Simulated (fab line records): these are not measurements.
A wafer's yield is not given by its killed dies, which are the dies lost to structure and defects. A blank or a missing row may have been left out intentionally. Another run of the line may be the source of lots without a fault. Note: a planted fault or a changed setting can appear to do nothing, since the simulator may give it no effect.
fab line records || flow nandHarc || part 2 of 2: steps 29 to 38 of 38
record {"lots": 5, "wafers": 15, "lastDay": 24}
route steps=1159 shown P_M1@306 P_M2@318
lots with no fault: from the same line, run without faults
startH: the number of hours between the record's first day and the start of the first shown wafer of the lot || waitH: how many hours have passed since the lot's step before this one || " same as the row above || L1.1+2: one row covering several wafers at once || - value missing, or start not given || * or withheld: withheld || < > ~ a bound
route shown NAME@n: names a module that has steps shown in the file, with the first one's number in the route || usual: mean and standard deviation over wafers with no fault || same: alike in all rows || chamber/n: place in a boat || sites: readings site by site || _std_site: the standard deviation of these || _edge_site: outer sites' mean less inner sites' || radiusMm: how far each site lies from the wafer's centre || mask NAME#n: copy n || behind: the last tool/chamber to shape the wafer || hold: why the lot went on hold/how many hours it stayed there/how the hold came to an end || device: transistor that didn't switch, given as n, p or np || end of line: tests of these same wafers at the route's end || a step with no rows: only its recipe || killed: count of dies lost to structure and defects at first sort (not the wafer's yield) || map: the dies of a wafer, with x for killed, . for not killed, _ for no die there
set.NAME: setting as actually run; set.NAME@STEP: the setting as run at that earlier step || model.NAME: the simulator's own value behind a step, which no gauge read
a table for each step, a row for each wafer; lots at some steps of the route
services: the hour from which a tool's chamber was out of use, counted from the record's first day as startH (under 0 if before that day), plus the number of hours and why
## steps
# step NHARC_P_M2_STRIP_18
# recipe {"powerW": 1000, "n2FlowSccm": 150, "h2FlowSccm": 150, "arFlowSccm": 0, "biasW": 0, "chemistry": "N2/H2"}
# usual {"drypumpMotorCurrentA": "5.8/0.4", "oesProductAu": "1.004/0.007", "rfVppV": "90.5/0.96", "showerheadPlenumPTorr": "2.02/0.092", "throttleValvePct": "14.171/0.0098"}
{"lot.wafer": "L076.3", "tool": "rieDiel-03", "chamber": 3, "startH": 139.32, "waitH": 0.1, "drypumpMotorCurrentA": 6.3, "oesProductAu": 1.010, "rfHoursCounterH": 4, "rfVppV": 91.2, "showerheadPlenumPTorr": 1.98, "throttleValvePct": 14.165}
{"lot.wafer": "L076.2", "tool": "rieDiel-03", "chamber": 0, "startH": 139.32, "waitH": 0.1, "drypumpMotorCurrentA": 5.4, "oesProductAu": 0.998, "rfHoursCounterH": 4, "rfVppV": 90.9, "showerheadPlenumPTorr": 2.07, "throttleValvePct": 14.165}
{"lot.wafer": "L076.5", "tool": "rieDiel-03", "chamber": 2, "startH": 139.32, "waitH": 0.1, "drypumpMotorCurrentA": 6.2, "oesProductAu": 1.009, "rfHoursCounterH": "-", "rfVppV": 91.3, "showerheadPlenumPTorr": 2.10, "throttleValvePct": 14.156}
{"lot.wafer": "L077.3", "tool": "rieDiel-03", "chamber": 0, "startH": 140.26, "waitH": 0.1, "drypumpMotorCurrentA": 5.3, "oesProductAu": 1.012, "rfHoursCounterH": 4, "rfVppV": 91.7, "showerheadPlenumPTorr": 2.07, "throttleValvePct": 14.157}
{"lot.wafer": "L077.1", "tool": "rieDiel-03", "chamber": 2, "startH": 140.26, "waitH": 0.1, "drypumpMotorCurrentA": 6.1, "oesProductAu": 1.011, "rfHoursCounterH": 4, "rfVppV": 90.2, "showerheadPlenumPTorr": 2.10, "throttleValvePct": 14.176}
{"lot.wafer": "L077.5", "tool": "rieDiel-03", "chamber": 0, "startH": 140.26, "waitH": 0.1, "drypumpMotorCurrentA": 5.3, "oesProductAu": 0.997, "rfHoursCounterH": "-", "rfVppV": 91.0, "showerheadPlenumPTorr": 2.07, "throttleValvePct": 14.180}
{"lot.wafer": "L086.4", "tool": "rieDiel-03", "chamber": 1, "startH": 207.00, "waitH": 0.1, "drypumpMotorCurrentA": 5.7, "oesProductAu": 1.011, "rfHoursCounterH": 6, "rfVppV": 91.5, "showerheadPlenumPTorr": 1.90, "throttleValvePct": 14.168}
{"lot.wafer": "L086.5", "tool": "rieDiel-03", "chamber": 3, "startH": 207.00, "waitH": 0.1, "drypumpMotorCurrentA": 6.3, "oesProductAu": 0.997, "rfHoursCounterH": "-", "rfVppV": 90.1, "showerheadPlenumPTorr": 1.98, "throttleValvePct": 14.172}
{"lot.wafer": "L086.6", "tool": "rieDiel-03", "chamber": 0, "startH": 207.00, "waitH": 0.1, "drypumpMotorCurrentA": 5.4, "oesProductAu": 0.995, "rfHoursCounterH": "-", "rfVppV": 89.3, "showerheadPlenumPTorr": 2.07, "throttleValvePct": 14.167}
{"lot.wafer": "L093.4", "tool": "rieDiel-03", "chamber": 2, "startH": 231.47, "waitH": 0.1, "drypumpMotorCurrentA": 6.1, "oesProductAu": 1.003, "rfHoursCounterH": 0, "rfVppV": 92.0, "showerheadPlenumPTorr": 2.10, "throttleValvePct": 14.169}
{"lot.wafer": "L093.3", "tool": "rieDiel-03", "chamber": 3, "startH": 231.47, "waitH": 0.1, "drypumpMotorCurrentA": 6.2, "oesProductAu": 1.006, "rfHoursCounterH": 0, "rfVppV": 90.3, "showerheadPlenumPTorr": 1.98, "throttleValvePct": 14.168}
{"lot.wafer": "L093.5", "tool": "rieDiel-03", "chamber": 1, "startH": 231.47, "waitH": 0.1, "drypumpMotorCurrentA": 5.7, "oesProductAu": 1.004, "rfHoursCounterH": "-", "rfVppV": 91.4, "showerheadPlenumPTorr": 1.90, "throttleValvePct": 14.165}
{"lot.wafer": "L096.1", "tool": "rieDiel-03", "chamber": 1, "startH": 261.04, "waitH": 0.1, "drypumpMotorCurrentA": 5.7, "oesProductAu": 0.998, "rfHoursCounterH": 1, "rfVppV": 90.4, "showerheadPlenumPTorr": 1.90, "throttleValvePct": 14.165}
{"lot.wafer": "L096.5", "tool": "rieDiel-03", "chamber": 1, "startH": 261.04, "waitH": 0.1, "drypumpMotorCurrentA": 5.7, "oesProductAu": 1.004, "rfHoursCounterH": "-", "rfVppV": 90.0, "showerheadPlenumPTorr": 1.90, "throttleValvePct": 14.170}
{"lot.wafer": "L096.6", "tool": "rieDiel-03", "chamber": 2, "startH": 261.04, "waitH": 0.1, "drypumpMotorCurrentA": 6.1, "oesProductAu": 1.012, "rfHoursCounterH": "-", "rfVppV": 91.7, "showerheadPlenumPTorr": 2.10, "throttleValvePct": 14.178}
# step NHARC_P_M2_ETCH_28
# recipe {"targetDepthA": 300, "overEtchFrac": 0.3, "timeS": 72.99, "ionEnergyEv": 150, "cf4FlowSccm": 50, "n2FlowSccm": 100, "arFlowSccm": 150, "rfW": 300, "biasW": 100, "chemistry": "CF4/N2"}
# usual {"drypumpMotorCurrentA": "5.8/0.38", "oesProductAu": "1.004/0.0066", "rfVppV": "313.8/2.2", "showerheadPlenumPTorr": "2.60/0.11", "throttleValvePct": "19.794/0.0083"}
{"lot.wafer": "L076.2", "tool": "rieDiel-03", "chamber": 1, "startH": "-", "waitH": "-", "drypumpMotorCurrentA": 5.7, "oesProductAu": 0.988, "rfHoursCounterH": 3, "rfVppV": 311.1, "showerheadPlenumPTorr": 2.46, "throttleValvePct": 19.793}
{"lot.wafer": "L076.3", "tool": "rieDiel-03", "chamber": 0, "startH": "-", "waitH": "-", "drypumpMotorCurrentA": 5.3, "oesProductAu": 1.004, "rfHoursCounterH": 4, "rfVppV": 315.8, "showerheadPlenumPTorr": 2.67, "throttleValvePct": 19.802}
{"lot.wafer": "L076.5", "tool": "rieDiel-03", "chamber": 2, "startH": "-", "waitH": "-", "drypumpMotorCurrentA": 6.1, "oesProductAu": 1.001, "rfHoursCounterH": "-", "rfVppV": 316.1, "showerheadPlenumPTorr": 2.70, "throttleValvePct": 19.789}
{"lot.wafer": "L077.3", "tool": "rieDiel-03", "chamber": 0, "startH": "-", "waitH": "-", "drypumpMotorCurrentA": 5.4, "oesProductAu": 1.009, "rfHoursCounterH": 4, "rfVppV": 315.5, "showerheadPlenumPTorr": 2.67, "throttleValvePct": 19.795}
{"lot.wafer": "L077.1", "tool": "rieDiel-03", "chamber": 1, "startH": "-", "waitH": "-", "drypumpMotorCurrentA": 5.7, "oesProductAu": 1.001, "rfHoursCounterH": 3, "rfVppV": 310.1, "showerheadPlenumPTorr": 2.46, "throttleValvePct": 19.788}
{"lot.wafer": "L077.5", "tool": "rieDiel-03", "chamber": 0, "startH": "-", "waitH": "-", "drypumpMotorCurrentA": 5.4, "oesProductAu": 1.001, "rfHoursCounterH": "-", "rfVppV": 315.7, "showerheadPlenumPTorr": 2.67, "throttleValvePct": 19.807}
{"lot.wafer": "L086.4", "tool": "rieDiel-03", "chamber": 2, "startH": "-", "waitH": "-", "drypumpMotorCurrentA": 6.1, "oesProductAu": 1.011, "rfHoursCounterH": 7, "rfVppV": 315.1, "showerheadPlenumPTorr": 2.70, "throttleValvePct": 19.805}
{"lot.wafer": "L086.6", "tool": "rieDiel-03", "chamber": 2, "startH": "-", "waitH": "-", "drypumpMotorCurrentA": 6.1, "oesProductAu": 1.000, "rfHoursCounterH": "-", "rfVppV": 315.5, "showerheadPlenumPTorr": 2.70, "throttleValvePct": 19.795}
{"lot.wafer": "L086.5", "tool": "rieDiel-03", "chamber": 3, "startH": "-", "waitH": "-", "drypumpMotorCurrentA": 6.2, "oesProductAu": 1.007, "rfHoursCounterH": "-", "rfVppV": 314.6, "showerheadPlenumPTorr": 2.56, "throttleValvePct": 19.786}
{"lot.wafer": "L093.4", "tool": "rieDiel-03", "chamber": 3, "startH": "-", "waitH": "-", "drypumpMotorCurrentA": 6.2, "oesProductAu": 1.004, "rfHoursCounterH": 0, "rfVppV": 312.9, "showerheadPlenumPTorr": 2.56, "throttleValvePct": 19.787}
{"lot.wafer": "L093.3", "tool": "rieDiel-03", "chamber": 0, "startH": "-", "waitH": "-", "drypumpMotorCurrentA": 5.4, "oesProductAu": 0.998, "rfHoursCounterH": 0, "rfVppV": 316.0, "showerheadPlenumPTorr": 2.67, "throttleValvePct": 19.798}
{"lot.wafer": "L093.5", "tool": "rieDiel-03", "chamber": 3, "startH": "-", "waitH": "-", "drypumpMotorCurrentA": 6.2, "oesProductAu": 1.015, "rfHoursCounterH": "-", "rfVppV": 313.2, "showerheadPlenumPTorr": 2.56, "throttleValvePct": 19.810}
{"lot.wafer": "L096.1", "tool": "rieDiel-03", "chamber": 2, "startH": "-", "waitH": "-", "drypumpMotorCurrentA": 6.1, "oesProductAu": 0.998, "rfHoursCounterH": 1, "rfVppV": 314.9, "showerheadPlenumPTorr": 2.70, "throttleValvePct": 19.795}
{"lot.wafer": "L096.5", "tool": "rieDiel-03", "chamber": 2, "startH": "-", "waitH": "-", "drypumpMotorCurrentA": 6.1, "oesProductAu": 0.993, "rfHoursCounterH": "-", "rfVppV": 315.8, "showerheadPlenumPTorr": 2.70, "throttleValvePct": 19.806}
{"lot.wafer": "L096.6", "tool": "rieDiel-03", "chamber": 3, "startH": "-", "waitH": "-", "drypumpMotorCurrentA": 6.2, "oesProductAu": 1.002, "rfHoursCounterH": "-", "rfVppV": 312.8, "showerheadPlenumPTorr": 2.56, "throttleValvePct": 19.793}
# step NHARC_P_M2_STRIP_19
# recipe {"timeS": 600, "tempC": 30, "chemistry": "postEtchResidueRemover"}
{"lot.wafer": "L076.2+5+3", "tool": "wetBench-08", "chamber": "3,4,5", "startH": 139.68, "waitH": "-"}
{"lot.wafer": "L077.1+3+5", "tool": "wetBench-10", "chamber": "0,1,5", "startH": 140.68, "waitH": "-"}
{"lot.wafer": "L086.4+5+6", "tool": "wetBench-08", "chamber": "4,5,7", "startH": 207.33, "waitH": "-"}
{"lot.wafer": "L093.4+5+3", "tool": "wetBench-10", "chamber": "7,3,4", "startH": 231.83, "waitH": "-"}
{"lot.wafer": "L096.5+6+1", "tool": "wetBench-10", "chamber": "1,2,5", "startH": 261.41, "waitH": "-"}
# step NHARC_P_M2_DEGAS_29
# recipe {"tempC": 250, "timeS": 60}
# usual {"heaterPowerW": "358/40"}
{"lot.wafer": "L076.2", "tool": "pvdSputter-01", "chamber": "-", "startH": 139.94, "waitH": "-", "heaterPowerW": 375}
{"lot.wafer": "L076.3", "tool": "pvdSputter-01", "chamber": "-", "startH": 139.94, "waitH": "-", "heaterPowerW": 317}
{"lot.wafer": "L076.5", "tool": "pvdSputter-01", "chamber": "-", "startH": 139.94, "waitH": "-", "heaterPowerW": 348}
{"lot.wafer": "L077.1", "tool": "pvdSputter-03", "chamber": "-", "startH": 140.95, "waitH": "-", "heaterPowerW": 371}
{"lot.wafer": "L077.3", "tool": "pvdSputter-03", "chamber": "-", "startH": 140.95, "waitH": "-", "heaterPowerW": 365}
{"lot.wafer": "L077.5", "tool": "pvdSputter-03", "chamber": "-", "startH": 140.95, "waitH": "-", "heaterPowerW": 365}
{"lot.wafer": "L086.4", "tool": "pvdSputter-02", "chamber": "-", "startH": 207.62, "waitH": "-", "heaterPowerW": 318}
{"lot.wafer": "L086.5", "tool": "pvdSputter-02", "chamber": "-", "startH": 207.62, "waitH": "-", "heaterPowerW": 336}
{"lot.wafer": "L086.6", "tool": "pvdSputter-02", "chamber": "-", "startH": 207.62, "waitH": "-", "heaterPowerW": 339}
{"lot.wafer": "L093.3", "tool": "pvdSputter-02", "chamber": "-", "startH": 232.16, "waitH": "-", "heaterPowerW": 305}
{"lot.wafer": "L093.4", "tool": "pvdSputter-02", "chamber": "-", "startH": 232.16, "waitH": "-", "heaterPowerW": 338}
{"lot.wafer": "L093.5", "tool": "pvdSputter-02", "chamber": "-", "startH": 232.16, "waitH": "-", "heaterPowerW": 339}
{"lot.wafer": "L096.1", "tool": "pvdSputter-02", "chamber": "-", "startH": 261.69, "waitH": "-", "heaterPowerW": 305}
{"lot.wafer": "L096.5", "tool": "pvdSputter-02", "chamber": "-", "startH": 261.69, "waitH": "-", "heaterPowerW": 345}
{"lot.wafer": "L096.6", "tool": "pvdSputter-02", "chamber": "-", "startH": 261.69, "waitH": "-", "heaterPowerW": 307}
# step NHARC_P_M2_PRE_CLEAN_30
# recipe {"timeS": 30, "tempC": 280, "gas": "H2/He"}
# usual {"heaterPowerW": "443/51"}
{"lot.wafer": "L076.2", "tool": "pvdSputter-01", "chamber": "-", "startH": "-", "waitH": "-", "heaterPowerW": 460}
{"lot.wafer": "L076.3", "tool": "pvdSputter-01", "chamber": "-", "startH": "-", "waitH": "-", "heaterPowerW": 392}
{"lot.wafer": "L076.5", "tool": "pvdSputter-01", "chamber": "-", "startH": "-", "waitH": "-", "heaterPowerW": 475}
{"lot.wafer": "L077.1", "tool": "pvdSputter-03", "chamber": "-", "startH": "-", "waitH": "-", "heaterPowerW": 580}
{"lot.wafer": "L077.3", "tool": "pvdSputter-03", "chamber": "-", "startH": "-", "waitH": "-", "heaterPowerW": 439}
{"lot.wafer": "L077.5", "tool": "pvdSputter-03", "chamber": "-", "startH": "-", "waitH": "-", "heaterPowerW": 583}
{"lot.wafer": "L086.4", "tool": "pvdSputter-02", "chamber": "-", "startH": "-", "waitH": "-", "heaterPowerW": 380}
{"lot.wafer": "L086.6", "tool": "pvdSputter-02", "chamber": "-", "startH": "-", "waitH": "-", "heaterPowerW": 391}
{"lot.wafer": "L086.5", "tool": "pvdSputter-02", "chamber": "-", "startH": "-", "waitH": "-", "heaterPowerW": 415}
{"lot.wafer": "L093.4", "tool": "pvdSputter-02", "chamber": "-", "startH": "-", "waitH": "-", "heaterPowerW": 380}
{"lot.wafer": "L093.3", "tool": "pvdSputter-02", "chamber": "-", "startH": "-", "waitH": "-", "heaterPowerW": 422}
{"lot.wafer": "L093.5", "tool": "pvdSputter-02", "chamber": "-", "startH": "-", "waitH": "-", "heaterPowerW": 427}
{"lot.wafer": "L096.1", "tool": "pvdSputter-02", "chamber": "-", "startH": "-", "waitH": "-", "heaterPowerW": 378}
{"lot.wafer": "L096.5", "tool": "pvdSputter-02", "chamber": "-", "startH": "-", "waitH": "-", "heaterPowerW": 417}
{"lot.wafer": "L096.6", "tool": "pvdSputter-02", "chamber": "-", "startH": "-", "waitH": "-", "heaterPowerW": 413}
# step NHARC_P_M2_PVD_20
# recipe {"targetThkA": 50, "biasV": 168.6, "powerW": 15000, "chamberPressurePa": 0.12, "timeS": 8.06, "substrateTempC": 50, "material": "TaN"}
# usual {"throttleValvePct": "30.2/0.96"}
{"lot.wafer": "L076.3", "tool": "pvdSputter-01", "chamber": "-", "startH": "-", "waitH": "-", "throttleValvePct": 30.8}
{"lot.wafer": "L076.2", "tool": "pvdSputter-01", "chamber": "-", "startH": "-", "waitH": "-", "throttleValvePct": 31.5}
{"lot.wafer": "L076.5", "tool": "pvdSputter-01", "chamber": "-", "startH": "-", "waitH": "-", "throttleValvePct": 30.9}
{"lot.wafer": "L077.3", "tool": "pvdSputter-03", "chamber": "-", "startH": "-", "waitH": "-", "throttleValvePct": 29.1}
{"lot.wafer": "L077.1", "tool": "pvdSputter-03", "chamber": "-", "startH": "-", "waitH": "-", "throttleValvePct": 29.2}
{"lot.wafer": "L077.5", "tool": "pvdSputter-03", "chamber": "-", "startH": "-", "waitH": "-", "throttleValvePct": 29.5}
{"lot.wafer": "L086.4", "tool": "pvdSputter-02", "chamber": "-", "startH": "-", "waitH": "-", "throttleValvePct": 30.2}
{"lot.wafer": "L086.5", "tool": "pvdSputter-02", "chamber": "-", "startH": "-", "waitH": "-", "throttleValvePct": 30.4}
{"lot.wafer": "L086.6", "tool": "pvdSputter-02", "chamber": "-", "startH": "-", "waitH": "-", "throttleValvePct": 31.1}
{"lot.wafer": "L093.4", "tool": "pvdSputter-02", "chamber": "-", "startH": "-", "waitH": "-", "throttleValvePct": 30.7}
{"lot.wafer": "L093.3", "tool": "pvdSputter-02", "chamber": "-", "startH": "-", "waitH": "-", "throttleValvePct": 30.8}
{"lot.wafer": "L093.5", "tool": "pvdSputter-02", "chamber": "-", "startH": "-", "waitH": "-", "throttleValvePct": 30.4}
{"lot.wafer": "L096.1", "tool": "pvdSputter-02", "chamber": "-", "startH": "-", "waitH": "-", "throttleValvePct": 31.2}
{"lot.wafer": "L096.6", "tool": "pvdSputter-02", "chamber": "-", "startH": "-", "waitH": "-", "throttleValvePct": 30.4}
{"lot.wafer": "L096.5", "tool": "pvdSputter-02", "chamber": "-", "startH": "-", "waitH": "-", "throttleValvePct": 30.7}
# step NHARC_P_M2_PVD_21
# recipe {"targetThkA": 300, "chamberPressurePa": 5, "powerW": 5000, "substrateTempC": 30, "timeS": 20.49, "material": "Cu"}
# usual {"throttleValvePct": "30.3/0.94"}
{"lot.wafer": "L076.3", "tool": "pvdSputter-01", "chamber": "-", "startH": "-", "waitH": "-", "throttleValvePct": 31.2}
{"lot.wafer": "L076.2", "tool": "pvdSputter-01", "chamber": "-", "startH": "-", "waitH": "-", "throttleValvePct": 30.8}
{"lot.wafer": "L076.5", "tool": "pvdSputter-01", "chamber": "-", "startH": "-", "waitH": "-", "throttleValvePct": 30.4}
{"lot.wafer": "L077.3", "tool": "pvdSputter-03", "chamber": "-", "startH": "-", "waitH": "-", "throttleValvePct": 30.7}
{"lot.wafer": "L077.1", "tool": "pvdSputter-03", "chamber": "-", "startH": "-", "waitH": "-", "throttleValvePct": 29.3}
{"lot.wafer": "L077.5", "tool": "pvdSputter-03", "chamber": "-", "startH": "-", "waitH": "-", "throttleValvePct": 31.0}
{"lot.wafer": "L086.4", "tool": "pvdSputter-02", "chamber": "-", "startH": "-", "waitH": "-", "throttleValvePct": 30.3}
{"lot.wafer": "L086.5", "tool": "pvdSputter-02", "chamber": "-", "startH": "-", "waitH": "-", "throttleValvePct": 31.0}
{"lot.wafer": "L086.6", "tool": "pvdSputter-02", "chamber": "-", "startH": "-", "waitH": "-", "throttleValvePct": 30.4}
{"lot.wafer": "L093.4", "tool": "pvdSputter-02", "chamber": "-", "startH": "-", "waitH": "-", "throttleValvePct": 28.0}
{"lot.wafer": "L093.3", "tool": "pvdSputter-02", "chamber": "-", "startH": "-", "waitH": "-", "throttleValvePct": 30.3}
{"lot.wafer": "L093.5", "tool": "pvdSputter-02", "chamber": "-", "startH": "-", "waitH": "-", "throttleValvePct": 31.1}
{"lot.wafer": "L096.1", "tool": "pvdSputter-02", "chamber": "-", "startH": "-", "waitH": "-", "throttleValvePct": 27.5}
{"lot.wafer": "L096.5", "tool": "pvdSputter-02", "chamber": "-", "startH": "-", "waitH": "-", "throttleValvePct": 30.7}
{"lot.wafer": "L096.6", "tool": "pvdSputter-02", "chamber": "-", "startH": "-", "waitH": "-", "throttleValvePct": 31.0}
# step NHARC_P_M2_ECD_22
# recipe {"targetThkA": 4000, "bathTempC": 25, "material": "Cu"}
# usual {"bathTempC": "25.02/0.11"}
{"lot.wafer": "L076.2", "tool": "ecdCu-02", "chamber": 1, "startH": 140.29, "waitH": "-", "bathTempC": 25.13}
{"lot.wafer": "L076.3", "tool": "ecdCu-02", "chamber": 0, "startH": 140.29, "waitH": "-", "bathTempC": 24.88}
{"lot.wafer": "L076.5", "tool": "ecdCu-02", "chamber": 0, "startH": 140.29, "waitH": "-", "bathTempC": 24.99}
{"lot.wafer": "L077.1", "tool": "ecdCu-02", "chamber": 1, "startH": 141.31, "waitH": "-", "bathTempC": 25.17}
{"lot.wafer": "L077.3", "tool": "ecdCu-02", "chamber": 0, "startH": 141.31, "waitH": "-", "bathTempC": 25.07}
{"lot.wafer": "L077.5", "tool": "ecdCu-02", "chamber": 0, "startH": 141.31, "waitH": "-", "bathTempC": 25.09}
{"lot.wafer": "L086.4", "tool": "ecdCu-02", "chamber": 1, "startH": 208.13, "waitH": "-", "bathTempC": 24.94}
{"lot.wafer": "L086.6", "tool": "ecdCu-02", "chamber": 0, "startH": 208.13, "waitH": "-", "bathTempC": 24.83}
{"lot.wafer": "L086.5", "tool": "ecdCu-02", "chamber": 1, "startH": 208.13, "waitH": "-", "bathTempC": 25.24}
{"lot.wafer": "L093.4", "tool": "ecdCu-02", "chamber": 1, "startH": 232.63, "waitH": "-", "bathTempC": 24.92}
{"lot.wafer": "L093.3", "tool": "ecdCu-02", "chamber": 0, "startH": 232.63, "waitH": "-", "bathTempC": 25.18}
{"lot.wafer": "L093.5", "tool": "ecdCu-02", "chamber": 0, "startH": 232.63, "waitH": "-", "bathTempC": 25.15}
{"lot.wafer": "L096.1", "tool": "ecdCu-01", "chamber": 0, "startH": 262.10, "waitH": "-", "bathTempC": 25.05}
{"lot.wafer": "L096.6", "tool": "ecdCu-01", "chamber": 1, "startH": 262.10, "waitH": "-", "bathTempC": 25.01}
{"lot.wafer": "L096.5", "tool": "ecdCu-01", "chamber": 0, "startH": 262.10, "waitH": "-", "bathTempC": 24.90}
# step NHARC_P_M2_ANNEAL_31
# recipe {"tempC": 225, "timeS": 90}
# usual {"wafer_temp_C_max": "226.3/0.45"}
{"lot.wafer": "L076.2", "tool": "rtpAnneal-02", "chamber": 0, "startH": 140.72, "waitH": "-", "wafer_temp_C_max": 225.9}
{"lot.wafer": "L076.3", "tool": "rtpAnneal-02", "chamber": 0, "startH": 140.72, "waitH": "-", "wafer_temp_C_max": 225.7}
{"lot.wafer": "L076.5", "tool": "rtpAnneal-02", "chamber": 0, "startH": 140.72, "waitH": "-", "wafer_temp_C_max": 226.0}
{"lot.wafer": "L077.1", "tool": "rtpAnneal-02", "chamber": 0, "startH": 141.85, "waitH": "-", "wafer_temp_C_max": 226.2}
{"lot.wafer": "L077.3", "tool": "rtpAnneal-02", "chamber": 0, "startH": 141.85, "waitH": "-", "wafer_temp_C_max": 225.9}
{"lot.wafer": "L077.5", "tool": "rtpAnneal-02", "chamber": 0, "startH": 141.85, "waitH": "-", "wafer_temp_C_max": 226.2}
{"lot.wafer": "L086.4", "tool": "rtpAnneal-01", "chamber": 0, "startH": 208.52, "waitH": "-", "wafer_temp_C_max": 226.3}
{"lot.wafer": "L086.5", "tool": "rtpAnneal-01", "chamber": 0, "startH": 208.52, "waitH": "-", "wafer_temp_C_max": 226.8}
{"lot.wafer": "L086.6", "tool": "rtpAnneal-01", "chamber": 0, "startH": 208.52, "waitH": "-", "wafer_temp_C_max": 227.2}
{"lot.wafer": "L093.3", "tool": "rtpAnneal-02", "chamber": 0, "startH": 233.01, "waitH": 0.3, "wafer_temp_C_max": 226.3}
{"lot.wafer": "L093.4", "tool": "rtpAnneal-02", "chamber": 0, "startH": 233.01, "waitH": 0.3, "wafer_temp_C_max": 225.7}
{"lot.wafer": "L093.5", "tool": "rtpAnneal-02", "chamber": 0, "startH": 233.01, "waitH": 0.3, "wafer_temp_C_max": 225.9}
{"lot.wafer": "L096.1", "tool": "rtpAnneal-02", "chamber": 0, "startH": 262.42, "waitH": "-", "wafer_temp_C_max": 226.1}
{"lot.wafer": "L096.5", "tool": "rtpAnneal-02", "chamber": 0, "startH": 262.42, "waitH": "-", "wafer_temp_C_max": 226.3}
{"lot.wafer": "L096.6", "tool": "rtpAnneal-02", "chamber": 0, "startH": 262.42, "waitH": "-", "wafer_temp_C_max": 225.8}
# step NHARC_P_M2_CMP_23
# recipe {"tOverpolishS": 20, "targetThkNm": 144.3}
# usual {"motorCurrentA": "12.4/1.4", "slurryFilterDpKPa": "13.49/0.14", "timeToEndpointS": "29.0/2"}
{"lot.wafer": "L076.2", "tool": "cmp-04", "chamber": 1, "startH": 141.02, "waitH": "-", "motorCurrentA": 12.8, "slurryFilterDpKPa": 13.48, "timeToEndpointS": 30.0}
{"lot.wafer": "L076.3", "tool": "cmp-04", "chamber": 3, "startH": 141.02, "waitH": "-", "motorCurrentA": 10.9, "slurryFilterDpKPa": 13.62, "timeToEndpointS": 30.4}
{"lot.wafer": "L076.5", "tool": "cmp-04", "chamber": 2, "startH": 141.02, "waitH": "-", "motorCurrentA": 11.6, "slurryFilterDpKPa": 13.35, "timeToEndpointS": 31.3}
{"lot.wafer": "L077.1", "tool": "cmp-01", "chamber": 0, "startH": 142.25, "waitH": "-", "motorCurrentA": 12.9, "slurryFilterDpKPa": 13.40, "timeToEndpointS": 29.3}
{"lot.wafer": "L077.3", "tool": "cmp-01", "chamber": 1, "startH": 142.25, "waitH": "-", "motorCurrentA": 14.0, "slurryFilterDpKPa": 13.35, "timeToEndpointS": 29.2}
{"lot.wafer": "L077.5", "tool": "cmp-01", "chamber": 3, "startH": 142.25, "waitH": "-", "motorCurrentA": 11.2, "slurryFilterDpKPa": 13.55, "timeToEndpointS": 29.9}
{"lot.wafer": "L086.4", "tool": "cmp-04", "chamber": 1, "startH": 208.79, "waitH": "-", "motorCurrentA": 13.6, "slurryFilterDpKPa": 13.52, "timeToEndpointS": 25.3}
{"lot.wafer": "L086.6", "tool": "cmp-04", "chamber": 2, "startH": 208.79, "waitH": "-", "motorCurrentA": 12.1, "slurryFilterDpKPa": 13.55, "timeToEndpointS": 24.9}
{"lot.wafer": "L086.5", "tool": "cmp-04", "chamber": 3, "startH": 208.79, "waitH": "-", "motorCurrentA": 11.4, "slurryFilterDpKPa": 13.39, "timeToEndpointS": 25.8}
{"lot.wafer": "L093.4", "tool": "cmp-02", "chamber": 2, "startH": 233.26, "waitH": "-", "motorCurrentA": 11.3, "slurryFilterDpKPa": 13.53, "timeToEndpointS": 26.6}
{"lot.wafer": "L093.3", "tool": "cmp-02", "chamber": 0, "startH": 233.26, "waitH": "-", "motorCurrentA": 12.5, "slurryFilterDpKPa": 13.49, "timeToEndpointS": 25.2}
{"lot.wafer": "L093.5", "tool": "cmp-02", "chamber": 2, "startH": 233.26, "waitH": "-", "motorCurrentA": 11.0, "slurryFilterDpKPa": 13.41, "timeToEndpointS": 26.7}
{"lot.wafer": "L096.1", "tool": "cmp-02", "chamber": 0, "startH": 262.85, "waitH": "-", "motorCurrentA": 12.6, "slurryFilterDpKPa": 13.53, "timeToEndpointS": 30.4}
{"lot.wafer": "L096.5", "tool": "cmp-02", "chamber": 1, "startH": 262.85, "waitH": "-", "motorCurrentA": 13.2, "slurryFilterDpKPa": 13.53, "timeToEndpointS": 26.4}
{"lot.wafer": "L096.6", "tool": "cmp-02", "chamber": 2, "startH": 262.85, "waitH": "-", "motorCurrentA": 10.7, "slurryFilterDpKPa": 13.58, "timeToEndpointS": 30.5}
## services
{"tool": "pecvd-04", "chamber": "-", "startH": 113.62, "hours": 0.2, "kind": "repair"}
{"tool": "cmp-01", "chamber": "-", "startH": 114.28, "hours": 10.4, "kind": "repair"}
{"tool": "wetBench-10", "chamber": "-", "startH": 123.59, "hours": 8.0, "kind": "pm"}
{"tool": "pecvd-01", "chamber": "-", "startH": 128.15, "hours": 14.2, "kind": "repair"}
{"tool": "lithoTrack-04", "chamber": "-", "startH": 141.00, "hours": 7.0, "kind": "pm"}
{"tool": "cmp-04", "chamber": "-", "startH": 143.42, "hours": 0.5, "kind": "repair"}
{"tool": "cmp-04", "chamber": "-", "startH": 152.67, "hours": 1.6, "kind": "repair"}
{"tool": "cmp-04", "chamber": "-", "startH": 157.65, "hours": 0.8, "kind": "repair"}
{"tool": "ecdCu-02", "chamber": "-", "startH": 164.05, "hours": 1.7, "kind": "repair"}
{"tool": "cmp-04", "chamber": "-", "startH": 167.79, "hours": 0.7, "kind": "repair"}
{"tool": "pvdSputter-01", "chamber": "-", "startH": 171.28, "hours": 10.0, "kind": "pm"}
{"tool": "cmp-01", "chamber": "-", "startH": 179.51, "hours": 4.0, "kind": "pm"}
{"tool": "ecdCu-02", "chamber": "-", "startH": 180.42, "hours": 8.0, "kind": "pm"}
{"tool": "pvdSputter-03", "chamber": "-", "startH": 183.89, "hours": 4.5, "kind": "repair"}
{"tool": "rieDiel-03", "chamber": 0, "startH": 189.17, "hours": 13.7, "kind": "repair"}
{"tool": "pecvd-04", "chamber": "-", "startH": 205.99, "hours": 13.0, "kind": "pm"}
{"tool": "pvdSputter-02", "chamber": "-", "startH": 213.63, "hours": 2.5, "kind": "repair"}
{"tool": "rieDiel-03", "chamber": "-", "startH": 215.33, "hours": 9.0, "kind": "pm"}
{"tool": "pvdSputter-02", "chamber": "-", "startH": 216.17, "hours": 10.0, "kind": "pm"}
{"tool": "ecdCu-02", "chamber": "-", "startH": 228.47, "hours": 1.0, "kind": "repair"}
{"tool": "wetBench-08", "chamber": "-", "startH": 230.40, "hours": 8.0, "kind": "pm"}
{"tool": "ecdCu-01", "chamber": "-", "startH": 233.14, "hours": 1.6, "kind": "repair"}
{"tool": "pvdSputter-03", "chamber": "-", "startH": 237.51, "hours": 0.7, "kind": "repair"}
{"tool": "cmp-01", "chamber": "-", "startH": 238.76, "hours": 4.7, "kind": "repair"}
